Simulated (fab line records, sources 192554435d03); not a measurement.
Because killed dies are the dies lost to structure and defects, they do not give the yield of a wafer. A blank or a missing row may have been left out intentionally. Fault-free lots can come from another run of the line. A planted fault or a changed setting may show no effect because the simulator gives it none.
fab line records | flow n5Finfet | part 2 of 2: steps 5 to 6 of 6
[record] lots = 23 wafers = 69 lastDay = 18
route steps=1938 shown SDB@359 HKMG_FIN@398 GATE_CUT@465
lots with no fault: from the same line, run without faults
startH: the number of hours between the record's first day and the start of the first shown wafer of the lot | waitH: hours from the lot's prior step to this one | " identical to the entry in the row above | L1.1+2: a single row standing in for several wafers | - value missing, or start not given | * or withheld: withheld | < > ~ a bound
route shown NAME@n: a module of which the file shows steps, and the number in the route of the first | usual: mean/standard deviation taken from wafers without a fault | same: alike in all rows | chamber/n: place in a boat | sites: readings site by site | _std_site: their standard deviation | _edge_site: inner sites' mean taken away from outer sites' mean | radiusMm: how far each site lies from the wafer's centre | mask NAME#n: copy n | behind: the last tool/chamber to shape the wafer | hold: why the lot was held/for how many hours/how that ended | device: the transistor (n, p or np) that didn't switch | end of line: at the end of the route, the tests of the same wafers | a step without rows: its recipe alone | killed: count of dies lost to structure and defects at first sort (not the wafer's yield) | map: a wafer's dies, x killed, . not, _ none there
set.NAME: the setting the step ran with; set.NAME@STEP: the setting that earlier step ran with | model.NAME: the simulator's own value behind a step, which no gauge read
one table for each step of the route and one row for each wafer, over a sample of lots
services: from which hour (startH, from the record's first day; less than 0 if before it) a tool's chamber was out of use, for how many hours, and why
[[steps]]
[step N5_HKMG_FIN_STRIP_92]
[recipe] chemistry = N2/H2 material = SOC timeS = 20 powerW = 500 tempC = 40 pressureMtorr = 50 rfFrequencyHz = 6e+07 biasPowerW = 8 h2Frac = 0.5 n2FlowSccm = 300 h2FlowSccm = 300
[usual] chamberPressureMTorr = 49.99/0.043 drypumpMotorCurrentA = 5.7/0.38 oesProductAu = 0.75/0.072 rfVppV = 54.2/0.84 showerheadPlenumPTorr = 3.37/0.12 throttleValvePct = 19.1/0.42
// columns lot.wafer tool chamber startH waitH chamberPressureMTorr drypumpMotorCurrentA oesProductAu rfHoursCounterH rfVppV showerheadPlenumPTorr throttleValvePct
L075.1 rieDiel-06 3 85.20 0.1 50.00 5.6 0.66 245 53.2 3.30 19.8
L075.2 " 0 " " 49.95 6.5 0.78 97 53.4 3.26 18.7
L075.6 " 3 " " 49.97 5.5 0.66 - 54.4 3.30 19.8
L074.3 rieDiel-01 2 85.80 0.1 50.04 5.8 0.73 171 55.4 3.36 18.8
L074.5 " 0 " " 49.90 5.5 0.75 - 54.8 3.50 19.4
L074.6 " 1 " " 49.97 5.4 0.73 - 52.9 3.21 19.5
L076.4 rieDiel-01 2 89.72 0.1 49.99 5.8 0.73 173 53.5 3.36 18.8
L076.5 " 1 " " 50.02 5.3 0.73 - 54.1 3.21 19.5
L076.6 " 2 " " 49.93 5.8 0.72 - 54.0 3.36 18.8
L077.2 rieDiel-03 1 94.89 0.1 49.99 5.7 0.71 219 54.1 3.48 19.8
L077.5 " 1 " " 50.02 5.7 0.70 - 54.7 3.49 19.8
L077.6 " 0 " " 49.97 5.3 0.73 - 55.4 3.22 19.1
L078.3 rieDiel-03 0 105.51 0.1 50.04 5.4 0.73 157 53.5 3.22 19.1
L078.4 " 2 " " 50.10 5.7 0.68 245 54.0 3.17 19.5
L078.6 " 3 " " 49.97 6.6 0.85 - 55.5 3.53 18.3
L079.2 rieDiel-01 3 107.58 0.1 49.97 5.5 0.74 171 54.1 3.33 18.8
L079.3 " 2 " " 50.06 5.8 0.71 179 54.2 3.35 18.8
L079.4 " 0 " " 49.96 5.5 0.74 151 54.5 3.50 19.5
L080.2 rieDiel-01 1 114.03 0.1 49.97 5.3 0.73 194 52.8 3.20 19.5
L080.5 " 0 " " 50.05 5.5 0.73 - 56.2 3.50 19.5
L080.6 " 1 " " 49.97 5.3 0.72 - 52.6 3.20 19.5
L082.1 rieDiel-03 1 128.02 0.1 49.97 5.7 0.71 230 55.1 3.48 19.8
L082.3 " 0 " " 50.01 5.3 0.73 162 53.6 3.21 19.1
L082.4 " 0 " " 50.02 5.3 0.72 - 54.5 3.21 19.1
L083.3 rieDiel-01 2 134.62 0.1 49.97 5.8 0.70 187 54.3 3.35 18.8
L083.5 " 0 " " 50.05 5.5 0.74 - 54.9 3.49 19.5
L083.6 " 3 " " 49.98 5.5 0.74 - 54.2 3.33 18.9
L084.2 rieDiel-01 1 138.80 0.1 49.98 5.4 0.72 202 55.2 3.20 19.5
L084.3 " 3 " " 49.98 5.5 0.73 181 52.9 3.33 18.9
L084.5 " 1 " " 49.94 5.3 0.72 - 54.0 3.20 19.5
L085.2 rieDiel-01 3 145.67 0.1 50.00 5.5 0.73 184 55.2 3.32 18.9
L085.3 " 0 " " 49.94 5.5 0.74 164 55.2 3.49 19.5
L085.4 " 2 " " 50.03 5.8 0.70 192 55.5 3.35 18.9
L086.1 rieDiel-01 0 154.44 0.1 50.04 5.5 0.73 167 55.6 3.49 19.5
L086.5 " 3 " " 49.99 5.5 0.73 - 53.8 3.32 18.9
L086.6 " 0 " " 49.98 5.5 0.74 - 54.3 3.49 19.5
L087.1 rieDiel-01 0 157.20 0.1 49.99 5.5 0.74 168 54.3 3.49 19.5
L087.3 " 3 " " 49.91 5.5 0.73 188 54.1 3.32 18.9
L087.6 " 0 " " 49.98 5.5 0.73 - 54.7 3.49 19.5
L088.1 rieDiel-03 2 163.51 0.1 49.97 5.7 0.95 7 54.1 3.57 19.1
L088.5 " 1 " " 50.05 5.7 0.70 - 54.0 3.47 19.9
L088.6 " 2 " " 50.04 5.7 0.95 - 54.3 3.57 19.1
L089.2 rieDiel-03 1 166.16 0.1 49.95 5.7 0.70 243 53.4 3.47 19.8
L089.5 " 1 " " 49.93 5.7 0.69 - 54.6 3.47 19.8
L089.6 " 2 " " 49.99 5.7 0.94 - 54.8 3.57 19.1
L090.1 rieDiel-01 0 173.03 0.1 50.00 5.5 0.72 173 54.8 3.49 19.5
L090.3 " 3 " " 50.01 5.5 0.73 193 54.7 3.32 18.9
L090.4 " 2 " " 50.00 5.8 0.70 200 52.7 3.34 18.9
L091.1 rieDiel-03 3 181.27 0.1 49.92 6.6 0.82 73 54.3 3.52 18.3
L091.2 " 0 " " 50.03 5.4 0.72 181 53.3 3.20 19.1
L091.3 " 1 " " 49.95 5.7 0.69 249 54.5 3.47 19.9
L092.1 rieDiel-01 1 184.17 0.1 50.01 5.4 0.71 217 53.6 3.19 19.6
L092.4 " 2 " " 49.99 5.8 0.70 204 53.0 3.34 18.9
L092.6 " 1 " " 49.96 5.3 0.71 - 54.5 3.19 19.5
L093.1 rieDiel-06 3 192.59 0.1 50.01 5.6 0.89 24 53.6 3.29 19.5
L093.2 " 1 " " 49.98 5.5 0.92 16 53.2 3.30 18.7
L093.4 " 0 " " 50.00 6.5 0.75 136 54.0 3.24 18.7
L094.1 rieDiel-01 3 198.63 0.1 50.01 5.5 0.72 200 54.4 3.31 18.9
L094.5 " 0 " " 49.96 5.5 0.72 - 55.4 3.48 19.5
L094.6 " 3 " " 49.97 5.5 0.73 - 53.8 3.31 18.9
L095.3 rieDiel-01 1 201.38 0.1 50.04 5.3 0.70 224 52.8 3.19 19.6
L095.5 " 2 " " 50.01 5.8 0.69 - 54.4 3.34 18.9
L095.6 " 1 " " 49.99 5.3 0.71 - 53.9 3.19 19.6
L096.1 rieDiel-03 3 207.43 0.1 49.87 6.6 0.80 84 54.3 3.51 18.3
L096.2 " 2 " " 49.95 5.8 0.90 23 53.6 3.56 19.1
L096.4 " 3 " " 49.95 6.6 0.79 - 54.8 3.51 18.3
L097.2 rieDiel-03 2 218.67 0.1 49.99 5.7 0.88 28 56.2 3.56 19.2
L097.3 " 1 " " 50.02 5.7 1.03 1 54.2 3.47 19.5
L097.5 " 3 " " 49.93 6.6 0.80 - 55.7 3.51 18.4
[step N5_GATE_CUT_ETCHBACK_00]
[recipe] chemistry = SF6/Cl2 target = W pressureMtorr = 8 icpW = 900 biasW = 80 SF6_flow_sccm = 40 Cl2_flow_sccm = 60
[usual] biasW = 79.95/0.24 chamberPressureMTorr = 8.000/0.0071 drypumpMotorCurrentA = 5.61/0.28 oesProductAu = 0.76/0.14 throttleValvePct = 27.5/0.39
// columns lot.wafer tool chamber startH waitH biasW chamberPressureMTorr drypumpMotorCurrentA oesProductAu rfHoursCounterH throttleValvePct
L075.1 rieMetal-02 0 89.31 0.0 80.13 8.005 5.77 0.60 125 27.9
L075.2 " 1 " " 79.65 7.991 5.88 0.63 104 28.0
L075.6 " 1 " " 79.89 7.999 5.90 0.64 - 28.0
L074.3 rieMetal-03 1 92.75 0.1 80.13 8.005 5.25 0.90 - 27.1
L074.5 " 1 " " 80.30 7.998 5.24 0.91 - 27.1
L074.6 " 0 " " 80.14 8.000 5.93 0.60 - 27.5
L076.4 rieMetal-01 1 93.96 0.1 79.97 7.994 5.39 0.70 - 27.9
L076.5 " 0 " " 79.73 7.991 5.61 0.91 - 27.3
L076.6 " 1 " " 80.12 7.999 5.40 0.70 - 28.0
L077.2 rieMetal-02 0 98.85 0.0 79.99 7.995 5.80 0.61 126 27.9
L077.5 " 1 " " 79.82 8.003 5.92 0.63 - 28.0
L077.6 " 0 " " 80.27 8.001 5.80 0.60 - 27.9
L078.3 rieMetal-02 1 109.59 0.1 80.19 8.000 5.90 0.63 - 28.0
L078.4 " 0 " " 79.73 7.998 5.77 0.60 - 27.9
L078.6 " 1 " " 80.15 8.000 5.90 0.63 - 28.1
L079.2 rieMetal-02 0 111.66 0.0 80.23 7.995 5.78 0.60 126 27.9
L079.3 " 0 " " 79.80 8.002 5.81 0.60 - 27.9
L079.4 " 1 " " 79.56 7.999 5.91 0.64 - 28.0
L080.2 rieMetal-02 1 118.03 0.0 79.87 8.002 5.90 0.63 106 28.1
L080.5 " 0 " " 79.81 7.996 5.79 0.60 - 27.9
L080.6 " 1 " " 79.68 7.986 5.91 0.64 - 28.0
L082.1 rieMetal-03 1 132.16 0.0 79.78 7.997 5.25 0.88 16 27.2
L082.3 " 0 " " 79.62 8.012 5.94 0.60 - 27.5
L082.4 " 1 " " 79.84 8.004 5.25 0.88 - 27.1
L083.3 rieMetal-03 1 138.79 0.1 80.14 8.009 5.29 0.88 - 27.1
L083.5 " 1 " " 80.52 7.999 5.27 0.88 - 27.1
L083.6 " 1 " " 80.16 8.000 5.28 0.88 - 27.1
L084.2 rieMetal-03 1 142.86 0.1 80.01 8.003 5.27 0.87 - 27.1
L084.3 " 1 " " 79.41 7.997 5.27 0.88 - 27.1
L084.5 " 1 " " 79.91 8.014 5.26 0.87 - 27.1
L085.2 rieMetal-03 1 149.88 0.1 79.95 8.008 5.26 0.88 - 27.2
L085.3 " 1 " " 79.83 7.996 5.28 0.88 - 27.1
L085.4 " 1 " " 80.18 7.995 5.29 0.87 - 27.2
L086.1 rieMetal-03 1 158.40 0.0 80.19 8.004 5.28 0.87 19 27.2
L086.5 " 0 " " 80.05 7.994 5.93 0.98 - 27.2
L086.6 " 1 " " 79.82 8.003 5.26 0.87 - 27.2
L087.1 rieMetal-03 1 161.25 0.0 79.79 8.003 5.27 0.87 19 27.1
L087.3 " 1 " " 80.29 8.011 5.27 0.87 - 27.2
L087.6 " 1 " " 80.05 8.001 5.27 0.86 - 27.1
L088.1 rieMetal-02 0 167.47 0.0 80.15 8.001 5.79 0.60 131 27.9
L088.5 " 1 " " 79.72 7.995 5.91 0.63 - 28.0
L088.6 " 0 " " 79.78 7.999 5.80 0.60 - 27.9
L089.2 rieMetal-02 0 170.21 0.0 79.58 7.982 5.81 0.59 131 27.9
L089.5 " 1 " " 80.00 7.995 5.89 0.62 - 28.0
L089.6 " 0 " " 79.67 7.981 5.77 0.59 - 27.9
L090.1 rieMetal-01 0 177.10 0.0 80.04 7.997 5.60 0.88 12 27.3
L090.3 " 0 " " 79.94 7.995 5.57 0.88 - 27.3
L090.4 " 1 " " 79.79 8.012 5.36 0.68 - 28.0
L091.1 rieMetal-01 1 185.44 0.0 80.18 8.011 5.38 0.68 72 28.0
L091.2 " 0 " " 79.81 8.005 5.60 0.88 13 27.3
L091.3 " 1 " " 79.87 8.004 5.40 0.68 - 28.0
L092.1 rieMetal-02 1 188.18 0.0 79.85 7.997 5.90 0.63 112 28.1
L092.4 " 0 " " 80.01 7.994 5.76 0.59 - 27.9
L092.6 " 0 " " 80.27 7.989 5.80 0.59 - 27.9
L093.1 rieMetal-03 0 196.59 0.0 79.99 8.011 5.92 0.94 3 27.2
L093.2 " 1 " " 79.50 8.011 5.32 0.85 22 27.2
L093.4 " 1 " " 80.27 8.000 5.30 0.86 - 27.1
L094.1 rieMetal-03 1 202.59 0.0 80.11 8.003 5.28 0.85 23 27.2
L094.5 " 1 " " 79.80 8.012 5.28 0.86 - 27.2
L094.6 " 0 " " 79.88 8.001 5.90 0.94 - 27.2
L095.3 rieMetal-01 0 205.43 0.1 80.09 7.995 5.58 0.87 - 27.3
L095.5 " 0 " " 79.91 8.004 5.60 0.88 - 27.3
L095.6 " 1 " " 79.82 7.991 5.35 0.68 - 28.0
L096.1 rieMetal-03 1 211.47 0.0 79.82 8.007 5.27 0.86 24 27.2
L096.2 " 0 " " 80.44 8.012 5.91 0.94 5 27.2
L096.4 " 1 " " 79.85 8.002 5.27 0.85 - 27.1
L097.2 rieMetal-01 0 222.76 0.0 79.64 8.001 5.61 0.86 15 27.3
L097.3 " 1 " " 79.80 7.997 5.37 0.67 - 28.0
L097.5 " 0 " " 79.62 7.987 5.58 0.87 - 27.3
[[services]]
// columns tool chamber startH hours kind
plasmaAsher-02 - 52.32 1.4 repair
cmp-01 - 53.48 4.0 repair
cmp-03 - 56.42 6.1 repair
cmp-03 - 63.16 0.2 repair
cmp-01 - 70.71 9.5 pm
rieMetal-02 1 73.77 1.5 repair
cmp-01 - 82.93 0.8 repair
rieMetal-03 - 86.82 1.4 pm
rieMetal-01 0 94.61 7.9 repair
rieDiel-01 1 95.89 7.1 repair
rieDiel-06 - 127.09 0.4 repair
cmp-03 - 127.78 4.0 pm
cmp-03 - 144.78 18.1 pm
cmp-04 - 154.17 0.5 repair
cmp-03 - 166.26 1.2 repair
rieMetal-03 0 169.63 1.4 repair
cmp-03 - 171.73 1.7 repair
rieDiel-03 2 177.94 5.5 repair
cmp-03 - 183.05 3.6 repair
rieMetal-02 - 196.79 10.0 pm
rieDiel-06 0 200.50 16.6 repair
rieDiel-03 - 205.84 0.2 repair
cmp-04 - 217.00 5.3 pm
rieDiel-03 2 220.89 7.3 repair
